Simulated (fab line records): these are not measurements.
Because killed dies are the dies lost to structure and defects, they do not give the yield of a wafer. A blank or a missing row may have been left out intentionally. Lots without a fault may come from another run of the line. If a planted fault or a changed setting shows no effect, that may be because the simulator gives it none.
Matching of chambers    flow n5 finfet    rie diel-05 running N5_BEOL_M3_STRIP_19: 4 sister chambers
The step strips in O2. 14 wafers are shown with their chamber, then 7 later ones without.

WAFERS, EACH WITH ITS CHAMBER
wafer   chamber  drypump motor current A (A)  showerhead plenum p Torr (Torr)  throttle valve pct (%)
L074.3  2        5.6                          2.17                             16.97
L074.4  3        5.8                          2.18                             16.80
L074.5  3        5.8                          2.18                             16.80
L081.1  1        6.1                          1.98                             16.39
L081.5  0        5.5                          2.01                             16.86
L081.6  3        5.8                          2.17                             16.84
L082.2  0        5.5                          2.01                             16.87
L082.3  1        6.1                          1.97                             16.38
L082.6  3        5.7                          2.17                             16.84
L083.2  2        5.6                          2.16                             16.96
L083.5  0        5.5                          2.01                             16.85
L083.6  3        5.8                          2.17                             16.83
L086.1  0        5.5                          2.01                             16.88
L086.3  3        5.8                          2.17                             16.85

SIGNATURES (averages over the wafers above)
reading                   chamber 0  chamber 1  chamber 2  chamber 3  scatter within a chamber
drypump motor current A   5.500      6.100      5.600      5.783      0.0289
showerhead plenum p Torr  2.0100     1.9750     2.1650     2.1733     0.00483
throttle valve pct        16.8650    16.3850    16.9650    16.8267    0.0171
Rule: a wafer's distance from a chamber is the root of the sum, over the readings, of the square of ((its reading less the chamber's mean) divided by the reading's scatter). The wafer belongs to the nearest chamber; if the next one is less than 2 further off, it can't be placed. The scatter: the root of (the sum of the squares of (reading less its chamber's mean) over the shown wafers, divided by (wafers less chambers)).

WAFERS WITHOUT THEIR CHAMBER
wafer   drypump motor current A (A)  showerhead plenum p Torr (Torr)  throttle valve pct (%)
L086.5  5.5                          2.01                             16.89
L090.1  6.1                          1.97                             16.42
L090.2  5.8                          2.17                             16.86
L090.5  5.8                          2.17                             16.86
L096.1  5.6                          2.15                             16.56
L096.3  5.8                          2.16                             16.89
L096.5  5.8                          2.16                             16.88

WHICH CHAMBER EACH WENT THROUGH
wafer    from the rows above   in truth
L086.5   0                     0
L090.1   1                     1
L090.2   3                     3
L090.5   3                     3
L096.1   3                     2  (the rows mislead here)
L096.3   3                     3
L096.5   3                     3
6 of 7 placed correctly. Not placeable from these rows: 0. Number placed wrongly: 1.
